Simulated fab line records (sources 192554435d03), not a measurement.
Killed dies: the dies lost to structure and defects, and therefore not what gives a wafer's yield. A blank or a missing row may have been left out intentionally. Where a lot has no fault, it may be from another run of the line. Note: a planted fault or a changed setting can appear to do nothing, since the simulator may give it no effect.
Chamber matching / flow n5Finfet / 4 sister chambers for N5_BEOL_M3_ETCH_64 on rieDiel-03
The step etches SOC in N2/H2, target depth 75 nm, overetch 15 nm, time 112.5 s. 4 wafers are shown with their chamber, then 12 later ones without.

WAFERS WITH THEIR CHAMBER
wafer=L084.6; chamber=3; drypumpMotorCurrentA (A)=5.7
wafer=L088.1; chamber=0; drypumpMotorCurrentA (A)=5.7
wafer=L088.2; chamber=1; drypumpMotorCurrentA (A)=5.6
wafer=L088.3; chamber=2; drypumpMotorCurrentA (A)=5.2

WAFERS WITH NO CHAMBER GIVEN
wafer=L091.1; drypumpMotorCurrentA (A)=5.2
wafer=L091.3; drypumpMotorCurrentA (A)=5.7
wafer=L091.4; drypumpMotorCurrentA (A)=5.7
wafer=L094.2; drypumpMotorCurrentA (A)=5.7
wafer=L094.3; drypumpMotorCurrentA (A)=5.6
wafer=L094.6; drypumpMotorCurrentA (A)=5.6
wafer=L096.1; drypumpMotorCurrentA (A)=5.7
wafer=L096.3; drypumpMotorCurrentA (A)=5.5
wafer=L096.4; drypumpMotorCurrentA (A)=5.1
wafer=L097.1; drypumpMotorCurrentA (A)=5.6
wafer=L097.2; drypumpMotorCurrentA (A)=5.7
wafer=L097.5; drypumpMotorCurrentA (A)=5.7

WHICH CHAMBER EACH ONE RAN IN
wafer=L091.1; from the rows above=2; in truth=2
wafer=L091.3; from the rows above=can't be placed: 0 or 3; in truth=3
wafer=L091.4; from the rows above=can't be placed: 0 or 3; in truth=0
wafer=L094.2; from the rows above=can't be placed: 0 or 3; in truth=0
wafer=L094.3; from the rows above=1; in truth=1
wafer=L094.6; from the rows above=1; in truth=1
wafer=L096.1; from the rows above=can't be placed: 0 or 3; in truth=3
wafer=L096.3; from the rows above=1; in truth=1
wafer=L096.4; from the rows above=2; in truth=2
wafer=L097.1; from the rows above=1; in truth=1
wafer=L097.2; from the rows above=can't be placed: 0 or 3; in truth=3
wafer=L097.5; from the rows above=can't be placed: 0 or 3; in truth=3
Placed correctly: 6 of 12. These rows do not allow placing 6 (true chamber among the candidates in 6). Number placed wrongly: 0.
How it was worked out, from the rows above alone: a wafer's distance from a chamber is the root of the sum, over the readings, of the square of ((its reading less the chamber's mean) divided by the reading's scatter). If the next closest chamber is less than 2 further off than the closest, the wafer can't be placed; otherwise it belongs to the closest. Each chamber's mean is taken over the wafers shown for it. The scatter: root of mean squared gap, hidden wafer to nearest shown wafer, with one shown wafer a chamber.
